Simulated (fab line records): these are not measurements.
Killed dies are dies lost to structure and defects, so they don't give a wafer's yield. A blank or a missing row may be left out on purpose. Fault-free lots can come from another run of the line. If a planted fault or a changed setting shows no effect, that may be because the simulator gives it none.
fab line records	flow nandHarc	part 1 of 2: steps 1 to 4 of 6
record: lots: 22	wafers: 66	lastDay: 25
route steps=1159 shown A_STAIRCASE@559
lots with no fault: from the same line, run without faults
startH: hours from the record's first day to the start of the lot's first wafer shown	waitH: how many hours have passed since the lot's step before this one	" same as the row above	L1.1+2: a single row standing in for several wafers	- no value, or no start was given	* or withheld: withheld	< > ~ a bound
route shown NAME@n: names a module that has steps shown in the file, with the first one's number in the route	usual: the fault-free wafers' mean and standard deviation	same: alike in all rows	chamber/n: place in a boat	sites: readings site by site	_std_site: the standard deviation of these	_edge_site: the outer-site mean with the inner-site mean subtracted	radiusMm: for every site, how far away it sits from the centre of the wafer	mask NAME#n: copy n	behind: the tool/chamber that last shaped the wafer	hold: why the lot went on hold/how many hours it stayed there/how the hold came to an end	device: the n, p or np transistor that did not switch	end of line: the tests these same wafers got at the end of their route	a step without rows: its recipe alone	killed: count of dies lost to structure and defects at first sort (not the wafer's yield)	map: per-die view of a wafer (x killed, . not killed, _ where there is no die)
set.NAME: the setting the step ran with; set.NAME@STEP: the setting that earlier step ran with	model.NAME: the simulator's own value behind a step, which no gauge read
steps of the route over a sample of lots; a table a step, a row a wafer
services: from which hour (startH, from the record's first day; less than 0 if before it) a tool's chamber was out of use, for how many hours, and why
== steps ==
step: NHARC_A_STAIRCASE_TRIM_22
recipe: timeS: 211.2	o2FlowSccm: 500	arFlowSccm: 0	biasW: 0	chemistry: O2
usual: chamberPressureMTorr: 60.00/0.05	drypumpMotorCurrentA: 5.8/0.46	mfcArSccm: 0.017/0.014	oesProductAu: 0.996/0.01	rfVppV: 57.7/0.88	showerheadPlenumPTorr: 3.49/0.11	throttleValvePct: 17.037/0.0086
lot.wafer	tool	chamber	startH	waitH	chamberPressureMTorr	drypumpMotorCurrentA	mfcArSccm	oesProductAu	rfHoursCounterH	rfVppV	showerheadPlenumPTorr	throttleValvePct
L074.2	rieDiel-01	0	-	-	59.96	6.6	0.020	0.986	39	58.0	3.45	17.044
L074.3	"	2	"	"	60.05	5.9	0.035	0.997	36	59.4	3.49	17.046
L074.1	"	3	"	"	60.01	5.5	0.012	0.977	34	57.3	3.34	17.047
L075.2	rieDiel-08	2	-	-	60.05	5.9	0.033	0.995	41	58.4	3.64	17.033
L075.3	"	3	"	"	59.99	5.3	0	0.979	46	57.9	3.63	17.044
L075.4	"	1	"	"	59.90	5.0	0.017	0.995	-	57.6	3.45	17.028
L078.2	rieDiel-01	2	-	-	59.99	5.9	0.035	0.981	38	59.4	3.49	17.037
L078.6	"	2	"	"	59.97	5.9	0.035	0.980	-	59.7	3.49	17.033
L078.5	"	3	"	"	60.02	5.5	0.012	0.979	-	57.5	3.34	17.027
L077.1	rieDiel-01	2	-	-	60.05	5.9	0.035	0.993	39	57.3	3.49	17.040
L077.3	"	0	"	"	60.03	6.6	0.020	0.993	41	57.1	3.45	17.041
L077.4	"	0	"	"	60.02	6.6	0.020	0.990	-	58.3	3.45	17.027
L076.2	rieDiel-01	1	-	-	60.01	5.7	0	1.005	43	58.5	3.63	17.037
L076.6	"	2	"	"	59.91	5.9	0.035	0.994	-	57.5	3.48	17.035
L076.5	"	0	"	"	59.99	6.6	0.020	0.985	-	57.3	3.45	17.043
L079.4	rieDiel-01	0	-	-	60.03	6.6	0.020	0.982	46	58.0	3.45	17.026
L079.1	"	2	"	"	59.98	5.9	0.035	0.993	43	57.8	3.48	17.043
L079.6	"	3	"	"	59.98	5.5	0.012	0.988	-	57.4	3.34	17.048
L081.1	rieDiel-01	0	-	-	60.08	6.6	0.020	0.979	51	58.1	3.44	17.034
L081.2	"	1	"	"	60.00	5.7	0	1.005	50	57.3	3.62	17.043
L081.5	"	3	"	"	60.10	5.5	0.012	0.989	-	57.4	3.34	17.018
L080.1	rieDiel-01	0	-	-	59.97	6.6	0.020	0.988	53	57.1	3.44	17.037
L080.5	"	2	"	"	59.95	5.9	0.035	0.988	-	56.8	3.48	17.049
L080.6	"	3	"	"	59.94	5.5	0.012	0.998	-	59.1	3.34	17.039
L082.2	rieDiel-01	2	-	-	60.03	5.9	0.035	0.999	53	57.6	3.48	17.034
L082.1	"	3	"	"	60.03	5.5	0.012	0.995	45	58.5	3.34	17.057
L082.5	"	3	"	"	59.99	5.5	0.012	1.004	-	57.2	3.34	17.042
L087.1	rieDiel-08	0	-	-	60.00	6.1	0	0.995	3	56.9	3.34	17.028
L087.3	"	3	"	"	60.07	5.3	0	1.007	2	58.4	3.62	17.033
L087.5	"	0	"	"	60.06	6.1	0	1.001	-	55.8	3.34	17.043
L088.1	rieDiel-02	2	-	-	59.99	5.9	0.044	0.999	58	57.2	3.38	17.023
L088.4	"	1	"	"	59.96	6.0	0.006	0.997	58	58.1	3.64	17.026
L088.5	"	3	"	"	60.02	6.2	0	1.013	-	57.7	3.53	17.029
L085.4	rieDiel-02	1	-	-	59.88	6.0	0.006	1.001	61	60.0	3.64	17.032
L085.1	"	2	"	"	60.05	5.9	0.044	1.003	61	58.3	3.38	17.040
L085.6	"	1	"	"	59.95	6.0	0.006	0.996	-	57.5	3.64	17.036
L086.1	rieDiel-08	1	-	-	60.02	5.0	0.017	0.991	10	57.2	3.43	17.033
L086.2	"	2	"	"	59.96	5.9	0.033	1.000	9	58.4	3.62	17.028
L086.6	"	1	"	"	59.96	5.0	0.017	0.988	-	57.8	3.43	17.040
L090.4	rieDiel-01	0	-	-	60.01	6.6	0.020	0.999	3	58.5	3.44	17.029
L090.1	"	2	"	"	59.95	5.9	0.035	1.006	3	56.8	3.47	17.051
L090.6	"	3	"	"	59.96	5.5	0.012	0.990	-	56.8	3.33	17.037
L089.3	rieDiel-01	1	-	-	59.97	5.7	0	0.998	4	58.6	3.61	17.026
L089.1	"	3	"	"	59.97	5.5	0.012	0.983	5	58.6	3.33	17.031
L089.6	"	0	"	"	60.05	6.6	0.020	1.001	-	58.7	3.44	17.030
L092.2	rieDiel-08	2	-	-	60.03	5.9	0.033	0.998	17	58.3	3.62	17.031
L092.1	"	3	"	"	59.97	5.3	0	1.007	17	56.8	3.61	17.040
L092.6	"	2	"	"	60.01	5.9	0.033	0.986	-	58.5	3.62	17.035
L091.2	rieDiel-01	2	-	-	60.03	5.9	0.035	0.990	8	57.3	3.47	17.028
L091.3	"	3	"	"	60.00	5.5	0.012	0.995	9	58.4	3.33	17.026
L091.1	"	0	"	"	59.99	6.6	0.020	1.000	9	56.6	3.43	17.043
L094.2	rieDiel-08	0	-	-	60.08	6.1	0	0.998	15	57.0	3.33	17.050
L094.4	"	2	"	"	60.08	5.9	0.033	1.009	24	57.7	3.61	17.035
L094.5	"	0	"	"	60.02	6.1	0	0.994	-	57.1	3.33	17.041
L095.4	rieDiel-08	0	-	-	60.06	6.1	0	0.991	20	57.2	3.33	17.040
L095.3	"	2	"	"	59.90	5.9	0.033	1.016	27	59.7	3.61	17.028
L095.5	"	1	"	"	60.02	5.0	0.017	0.998	-	58.4	3.42	17.027
L093.3	rieDiel-02	0	-	-	60.01	5.1	0.034	0.990	6	57.3	3.53	17.046
L093.1	"	1	"	"	60.02	6.0	0.006	1.007	9	56.6	3.63	17.037
L093.6	"	0	"	"	60.00	5.1	0.034	1.001	-	57.0	3.53	17.038
L096.1	rieDiel-02	3	-	-	60.03	6.2	0	1.001	10	58.9	3.52	17.027
L096.2	"	0	"	"	59.99	5.1	0.034	0.989	7	57.6	3.53	17.039
L096.6	"	3	"	"	59.87	6.2	0	1.006	-	57.9	3.52	17.057
L097.4	rieDiel-08	1	-	-	60.02	5.1	0.017	0.998	29	57.0	3.42	17.029
L097.3	"	2	"	"	60.04	5.9	0.033	1.007	32	56.4	3.61	17.034
L097.6	"	1	"	"	59.92	5.0	0.017	0.990	-	57.7	3.42	17.040
step: NHARC_A_STAIRCASE_ETCH_190
recipe: targetDepthA: 1000	timeS: 40.5	ionEnergyEv: 400	c4f8FlowSccm: 20	o2FlowSccm: 10	arFlowSccm: withheld	rfW: 600	biasW: 1000	chemistry: C4F8/O2
usual: chamberPressureMTorr: 25.001/0.022	oesProductAu: 0.937/0.014	rfVppV: 895/4.1
lot.wafer	tool	chamber	startH	waitH	chamberPressureMTorr	oesProductAu	rfHoursCounterH	rfVppV
L074.1	rieDiel-01	1	-	-	24.985	0.953	38	901
L074.2	"	2	"	"	25.023	0.936	37	894
L074.3	"	0	"	"	24.961	0.920	39	893
L075.3	rieDiel-02	1	-	-	25.013	0.944	35	902
L075.2	"	2	"	"	24.965	0.951	35	892
L075.4	"	0	"	"	24.991	0.963	36	896
L078.2	rieDiel-01	1	-	-	25.007	0.949	41	899
L078.5	"	2	"	"	25.001	0.930	-	894
L078.6	"	0	"	"	25.037	0.918	-	893
L077.3	rieDiel-01	0	-	-	25.030	0.921	43	892
L077.1	"	2	"	"	24.984	0.917	41	894
L077.4	"	0	"	"	24.990	0.910	-	894
L076.2	rieDiel-08	3	-	-	24.984	0.914	54	900
L076.6	"	1	"	"	25.009	0.930	-	892
L076.5	"	2	"	"	24.984	0.936	-	900
L079.1	rieDiel-01	1	-	-	25.001	0.933	46	900
L079.4	"	3	"	"	25.027	0.919	37	890
L079.6	"	1	"	"	25.019	0.941	-	901
L081.1	rieDiel-02	1	-	-	25.009	0.950	48	900
L081.2	"	3	"	"	25.002	0.963	45	897
L081.5	"	0	"	"	25.025	0.951	-	896
L080.1	rieDiel-02	3	-	-	25.029	0.961	46	896
L080.6	"	2	"	"	24.975	0.951	-	891
L080.5	"	3	"	"	25.003	0.955	-	896
L082.2	rieDiel-01	2	-	-	25.001	0.934	54	896
L082.1	"	1	"	"	25.009	0.960	55	900
L082.5	"	3	"	"	25.016	0.929	-	888
L087.3	rieDiel-08	3	-	-	25.046	0.931	4	900
L087.1	"	2	"	"	24.991	0.935	4	901
L087.5	"	2	"	"	24.985	0.941	-	899
L088.4	rieDiel-02	1	-	-	24.941	0.929	59	900
L088.1	"	2	"	"	24.994	0.931	59	891
L088.5	"	2	"	"	24.964	0.926	-	892
L085.1	rieDiel-02	0	-	-	25.003	0.964	63	897
L085.4	"	1	"	"	24.974	0.924	62	900
L085.6	"	3	"	"	25.032	0.960	-	895
L086.2	rieDiel-01	1	-	-	25.009	0.950	1	899
L086.1	"	3	"	"	24.975	0.942	1	888
L086.6	"	1	"	"	25.009	0.948	-	899
L090.1	rieDiel-01	0	-	-	25.032	0.939	8	893
L090.4	"	1	"	"	24.948	0.939	7	899
L090.6	"	3	"	"	25.048	0.923	-	888
L089.1	rieDiel-01	0	-	-	24.971	0.925	8	891
L089.3	"	1	"	"	24.990	0.954	7	899
L089.6	"	3	"	"	25.000	0.921	-	889
L091.2	rieDiel-01	0	-	-	24.969	0.956	10	892
L091.3	"	1	"	"	24.990	0.949	9	899
L091.1	"	3	"	"	24.988	0.917	10	888
L092.2	rieDiel-08	2	-	-	25.025	0.920	19	900
L092.1	"	3	"	"	24.989	0.925	19	899
L092.6	"	0	"	"	24.961	0.925	-	888
L094.4	rieDiel-08	3	-	-	24.983	0.934	28	897
L094.2	"	0	"	"	25.015	0.936	20	888
L094.5	"	2	"	"	24.981	0.948	-	898
L095.3	rieDiel-01	1	-	-	25.022	0.947	18	898
L095.4	"	3	"	"	25.022	0.921	18	887
L095.5	"	1	"	"	24.973	0.954	-	900
L093.3	rieDiel-08	1	-	-	24.981	0.943	26	892
L093.1	"	3	"	"	25.037	0.930	30	898
L093.6	"	2	"	"	24.996	0.930	-	901
L096.2	rieDiel-02	3	-	-	24.974	0.963	12	897
L096.1	"	0	"	"	25.011	0.942	8	896
L096.6	"	0	"	"	25.001	0.949	-	897
L097.3	rieDiel-08	1	-	-	25.026	0.932	31	893
L097.4	"	3	"	"	24.982	0.930	34	898
L097.6	"	0	"	"	25.016	0.936	-	890
step: NHARC_A_STAIRCASE_ETCH_203
recipe: targetDepthA: 1000	timeS: 40.5	ionEnergyEv: 400	c4f8FlowSccm: 20	o2FlowSccm: 10	arFlowSccm: withheld	rfW: 600	biasW: 1000	chemistry: C4F8/O2
usual: chamberPressureMTorr: 24.999/0.021	oesProductAu: 0.941/0.018	rfVppV: 895/4.2
lot.wafer	tool	chamber	startH	waitH	chamberPressureMTorr	oesProductAu	rfHoursCounterH	rfVppV
L074.2	rieDiel-01	3	-	-	24.976	0.925	35	889
L074.3	"	0	"	"	25.058	0.933	40	894
L074.1	"	2	"	"	25.006	0.942	38	894
L075.3	rieDiel-02	0	-	-	25.015	0.954	37	897
L075.2	"	1	"	"	24.990	0.950	36	901
L075.4	"	3	"	"	24.993	0.959	36	895
L078.2	rieDiel-01	0	-	-	24.980	0.912	44	893
L078.6	"	1	"	"	24.990	0.946	-	901
L078.5	"	2	"	"	24.998	0.932	-	895
L077.1	rieDiel-02	2	-	-	24.989	0.931	40	892
L077.4	"	3	"	"	24.989	0.957	41	895
L077.3	"	0	"	"	25.017	0.950	42	895
L076.2	rieDiel-02	2	-	-	25.005	0.949	42	892
L076.5	"	2	"	"	25.003	0.944	-	890
L076.6	"	3	"	"	25.000	0.966	-	897
L079.4	rieDiel-01	2	-	-	24.968	0.928	45	895
L079.1	"	0	"	"	25.019	0.909	48	893
L079.6	"	2	"	"	25.009	0.909	-	893
L081.1	rieDiel-02	1	-	-	25.009	0.919	49	899
L081.2	"	2	"	"	25.019	0.928	48	889
L081.5	"	2	"	"	25.040	0.942	-	892
L080.1	rieDiel-02	0	-	-	24.979	0.946	50	896
L080.5	"	1	"	"	25.008	0.935	-	901
L080.6	"	2	"	"	25.003	0.948	-	891
L082.2	rieDiel-08	0	-	-	24.982	0.928	58	890
L082.1	"	3	"	"	25.009	0.928	66	899
L082.5	"	1	"	"	25.048	0.949	-	891
L088.1	rieDiel-02	0	-	-	25.006	0.963	60	894
L088.4	"	3	"	"	24.989	0.942	59	896
L088.5	"	0	"	"	25.012	0.953	-	897
L087.3	rieDiel-02	1	-	-	25.005	0.940	62	900
L087.1	"	2	"	"	25.040	0.948	62	892
L087.5	"	1	"	"	25.008	0.940	-	900
L085.1	rieDiel-01	2	328.59	-	25.027	1.001	2	893
L085.4	"	3	"	"	24.966	0.987	2	887
L085.6	"	2	"	"	24.973	0.983	-	895
L086.1	rieDiel-01	3	-	-	24.981	0.930	2	888
L086.2	"	0	"	"	24.986	0.939	2	892
L086.6	"	2	"	"	24.993	0.919	-	895
L090.4	rieDiel-01	2	-	-	24.947	0.915	9	893
L090.1	"	3	"	"	25.000	0.925	9	888
L090.6	"	3	"	"	25.032	0.929	-	889
L089.3	rieDiel-08	3	-	-	24.992	0.929	18	900
L089.1	"	0	"	"	24.999	0.930	8	889
L089.6	"	3	"	"	25.026	0.928	-	898
L092.2	rieDiel-08	0	-	-	24.979	0.936	10	890
L092.1	"	2	"	"	25.010	0.935	20	899
L092.6	"	3	"	"	24.967	0.924	-	900
L091.3	rieDiel-01	1	-	-	24.951	0.957	12	899
L091.2	"	2	"	"	24.958	0.930	12	893
L091.1	"	3	"	"	24.970	0.917	13	889
L094.4	rieDiel-08	3	-	-	25.000	0.934	29	898
L094.2	"	1	"	"	25.027	0.942	26	891
L094.5	"	3	"	"	25.050	0.938	-	899
L095.3	rieDiel-08	0	-	-	24.988	0.935	22	888
L095.4	"	1	"	"	24.983	0.921	27	893
L095.5	"	2	"	"	25.004	0.944	-	900
L093.3	rieDiel-01	0	-	-	24.999	0.951	20	893
L093.1	"	2	"	"	25.000	0.947	18	893
L093.6	"	1	"	"	24.983	0.954	-	899
L096.1	rieDiel-02	1	-	-	24.970	0.945	12	900
L096.2	"	2	"	"	24.992	0.927	11	890
L096.6	"	2	"	"	24.988	0.936	-	889
L097.3	rieDiel-08	0	-	-	25.008	0.947	27	888
L097.4	"	3	"	"	25.031	0.948	35	899
L097.6	"	1	"	"	25.015	0.918	-	891
step: NHARC_A_STAIRCASE_DESCUM_219
recipe: timeS: 3	o2FlowSccm: 200	arFlowSccm: 0	biasPowerW: 0	chemistry: O2
usual: chamberPressureMTorr: 60.01/0.053	drypumpMotorCurrentA: 5.8/0.44	mfcArSccm: 0.017/0.015	oesProductAu: 0.996/0.011	rfVppV: 57.7/0.93	showerheadPlenumPTorr: 1.90/0.065	throttleValvePct: 11.310/0.0084
lot.wafer	tool	chamber	startH	waitH	chamberPressureMTorr	drypumpMotorCurrentA	mfcArSccm	oesProductAu	rfHoursCounterH	rfVppV	showerheadPlenumPTorr	throttleValvePct
L074.3	rieDiel-02	0	255.53	-	60.01	5.1	0.034	1.011	37	58.4	1.93	11.309
L074.2	"	2	"	"	59.93	5.9	0.044	0.993	36	58.3	1.83	11.317
L074.1	"	3	"	"	60.00	6.2	0	1.005	36	57.6	1.92	11.330
L075.2	rieDiel-08	2	255.80	-	59.92	5.9	0.033	1.012	44	58.0	1.98	11.309
L075.3	"	3	"	"	59.98	5.2	0	0.972	49	58.2	1.97	11.318
L075.4	"	0	"	"	59.97	6.1	0	0.986	39	58.0	1.81	11.311
L078.2	rieDiel-08	1	263.60	-	60.01	5.0	0.017	0.994	49	58.0	1.86	11.312
L078.5	"	0	"	"	60.01	6.1	0	0.983	-	57.1	1.81	11.300
L078.6	"	1	"	"	60.01	5.0	0.017	1.001	-	57.3	1.86	11.314
L077.4	rieDiel-02	2	265.10	-	59.93	5.9	0.044	0.993	41	57.3	1.83	11.313
L077.1	"	3	"	"	60.04	6.2	0	1.012	41	56.4	1.92	11.304
L077.3	"	0	"	"	60.07	5.1	0.034	1.004	42	57.8	1.92	11.309
L076.2	rieDiel-08	3	269.14	-	60.04	5.3	0	0.970	55	57.7	1.97	11.312
L076.6	"	3	"	"	60.04	5.3	0	0.969	-	57.1	1.97	11.300
L076.5	"	0	"	"	60.08	6.1	0	0.978	-	59.1	1.81	11.312
L079.4	rieDiel-08	2	273.88	-	59.99	5.9	0.033	1.000	53	57.4	1.97	11.307
L079.1	"	1	"	"	60.08	5.0	0.017	1.001	55	57.7	1.86	11.323
L079.6	"	2	"	"	60.03	5.9	0.033	1.003	-	58.2	1.97	11.316
L081.2	rieDiel-08	3	289.96	-	60.14	5.3	0	0.976	62	59.4	1.97	11.309
L081.1	"	0	"	"	59.95	6.1	0	0.977	55	57.4	1.80	11.298
L081.5	"	2	"	"	60.08	5.9	0.033	0.996	-	55.2	1.97	11.300
L080.1	rieDiel-02	1	293.65	-	59.99	6.0	0.006	0.993	50	59.4	1.98	11.313
L080.5	"	0	"	"	59.95	5.0	0.034	0.999	-	57.8	1.92	11.305
L080.6	"	1	"	"	60.06	6.0	0.006	0.979	-	58.7	1.98	11.322
L082.2	rieDiel-01	1	300.84	-	60.07	5.7	0	1.013	57	58.6	1.97	11.311
L082.1	"	2	"	"	60.07	5.9	0.035	0.983	56	58.4	1.88	11.322
L082.5	"	1	"	"	60.02	5.7	0	1.005	-	58.0	1.97	11.302
L088.1	rieDiel-08	2	323.61	-	60.09	5.9	0.033	0.991	8	57.6	1.97	11.313
L088.5	"	1	"	"	59.82	5.0	0.017	0.977	-	57.4	1.86	11.298
L088.4	"	3	"	"	60.11	5.3	0	0.988	-	56.6	1.96	11.302
L087.3	rieDiel-02	2	326.96	-	59.99	5.9	0.044	0.982	63	58.2	1.83	11.307
L087.1	"	0	"	"	60.07	5.0	0.034	0.995	63	57.3	1.92	11.317
L087.5	"	3	"	"	59.98	6.2	0	1.013	-	57.8	1.91	11.314
L085.1	rieDiel-01	3	330.30	-	60.03	5.5	0.012	0.998	2	55.6	1.80	11.312
L085.4	"	1	"	"	60.08	5.7	0	1.016	2	58.0	1.96	11.313
L085.6	"	3	"	"	59.96	5.5	0.012	0.991	-	58.5	1.80	11.306
L086.2	rieDiel-08	3	331.20	-	60.05	5.3	0	1.011	13	58.7	1.96	11.318
L086.1	"	1	"	"	59.91	5.0	0.017	1.003	14	58.2	1.85	11.312
L086.6	"	2	"	"	60.03	5.9	0.033	0.994	-	59.6	1.97	11.309
L090.1	rieDiel-02	2	341.08	-	59.98	5.9	0.044	0.987	1	57.5	1.83	11.312
L090.4	"	3	"	"	59.89	6.1	0	0.999	-	58.2	1.91	11.297
L090.6	"	1	"	"	60.05	6.0	0.006	0.992	-	56.0	1.98	11.308
L089.1	rieDiel-02	3	341.82	-	59.99	6.2	0	1.006	1	57.2	1.91	11.312
L089.3	"	1	"	"	60.02	6.0	0.006	1.000	1	59.7	1.98	11.307
L089.6	"	2	"	"	60.00	5.9	0.044	0.996	-	56.2	1.83	11.314
L092.2	rieDiel-01	2	346.38	-	59.97	5.9	0.035	1.000	13	57.6	1.88	11.307
L092.1	"	0	"	"	59.98	6.6	0.020	1.009	12	57.9	1.86	11.317
L092.6	"	3	"	"	60.05	5.5	0.012	0.988	-	56.8	1.80	11.317
L091.3	rieDiel-01	0	346.77	-	59.95	6.6	0.020	1.002	12	56.8	1.86	11.303
L091.2	"	2	"	"	60.07	5.9	0.035	0.986	13	57.5	1.88	11.326
L091.1	"	3	"	"	60.03	5.5	0.012	0.983	13	57.9	1.80	11.318
L094.2	rieDiel-02	2	362.17	-	59.93	5.9	0.044	0.986	10	56.5	1.82	11.303
L094.4	"	3	"	"	60.01	6.2	0	1.015	10	59.3	1.91	11.286
L094.5	"	2	"	"	60.03	5.9	0.044	0.987	-	56.4	1.82	11.292
L095.3	rieDiel-08	1	365.57	-	59.94	5.0	0.017	0.998	27	56.5	1.85	11.314
L095.4	"	0	"	"	60.08	6.1	0	1.000	23	56.5	1.80	11.300
L095.5	"	1	"	"	59.91	5.0	0.017	0.987	-	57.9	1.85	11.307
L093.1	rieDiel-01	3	366.02	-	60.00	5.5	0.012	0.987	20	57.3	1.79	11.314
L093.3	"	1	"	"	60.07	5.7	0	1.018	19	56.3	1.96	11.300
L093.6	"	3	"	"	59.94	5.5	0.012	0.999	-	57.0	1.79	11.293
L096.1	rieDiel-01	2	369.61	-	60.02	5.9	0.035	0.988	19	58.7	1.88	11.311
L096.2	"	0	"	"	60.03	6.6	0.020	1.012	21	57.7	1.85	11.313
L096.6	"	2	"	"	60.02	5.9	0.035	0.995	-	57.8	1.88	11.312
L097.4	rieDiel-08	0	381.02	-	59.93	6.1	0	1.016	28	55.3	1.80	11.298
L097.3	"	1	"	"	59.96	5.0	0.017	0.993	32	57.3	1.85	11.328
L097.6	"	0	"	"	60.02	6.1	0	1.004	-	57.4	1.80	11.322
